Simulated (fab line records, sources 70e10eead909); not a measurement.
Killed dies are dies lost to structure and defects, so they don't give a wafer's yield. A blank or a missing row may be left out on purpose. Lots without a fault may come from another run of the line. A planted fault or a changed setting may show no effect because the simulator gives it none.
A struck lot beside a sound one | flow nand_harc | 13 steps out of a route of 1302
Sound: wafers L627.2, L627.4, L627.6. Struck: wafers L637.1, L637.3, L637.6. The cause comes at the end.
At each step with rows: each side's tool, then ch and its chambers, then its first start. Under that, the readings that differ: sound wafers | struck wafers | difference of the means | sigmas: that difference in standard deviations of wafers without a fault.
alike: readings whose means differ by less than 2 such deviations, and words and numbers that are the same on both sides. not compared: withheld readings, readings that some wafer has no value for, bounds like >300 that may hide the same value, and numbers for which the record gives no deviation and whose values overlap.
The two part at a step that has a row with sigmas, a row that says differs or no value, or rows on one side only. Numbers that don't overlap but have no deviation are shown without sigmas and don't part them. A reading that every wafer of one side lacks parts them only if that side has two wafers or more.

NHARC_A_BLC_CVD_24: deposits W, target thk 150 nm, time 434 s.
  sound on cvd_w-02 ch 0,1; struck on cvd_w-01 ch 0,1
  alike: heater_power_w, mfc_h2_sccm, mfc_wf6_sccm, throttle_valve_pct
NHARC_A_BLC_CMP_25: polishes, t overpolish 30 s, target thk 150 nm.
  sound on cmp-04 ch 1,2,3, day 23 19:34; struck on cmp-04 ch 1,2,3, day 27 15:15
  alike: motor_current_A, overpolish_run_s, retaining_ring_pressure_frac, time_to_endpoint_s
  not compared: pad_life_wafers
then, 1 step without rows for these wafers: NHARC_A_BLC_SRD_27.
NHARC_A_BLC_INSPECT_28:
  sound on defect_inspect-01, day 23 19:57; struck on defect_inspect-01, day 27 15:40
  alike: raw_defect_count
then, 7 steps without rows for these wafers: NHARC_A_M0_DEP_00 (deposits SiOC, target thk 150 nm); NHARC_A_M0_DEHYDRATE_01 (time 120 s); NHARC_A_M0_HMDS_02 (time 30 s); NHARC_A_M0_COAT_33 (time 65 s); NHARC_A_M0_COAT_03 (resist thk 90 nm); NHARC_A_M0_SOFTBAKE_04 (time 55 s); NHARC_A_M0_EBR_05.
NHARC_A_M0_EXPOSE_06: exposes mask A M0, target cd 80 nm.
  sound on arfi_scanner-03 ch 0, day 23 20:43; struck on arfi_scanner-02, day 27 16:26
  no value came back on the struck wafers for exposure_dose_mJ_cm2, focus_offset_nm (nm); on the sound wafers exposure_dose_mJ_cm2 reads 83.27 83.30 83.22
  alike: mask
then, 1 step without rows for these wafers: NHARC_A_M0_PEB_07 (peb time 65 s).

WHERE THEY PART
Only at NHARC_A_M0_EXPOSE_06, within this record.

WHY: what the simulator had put in
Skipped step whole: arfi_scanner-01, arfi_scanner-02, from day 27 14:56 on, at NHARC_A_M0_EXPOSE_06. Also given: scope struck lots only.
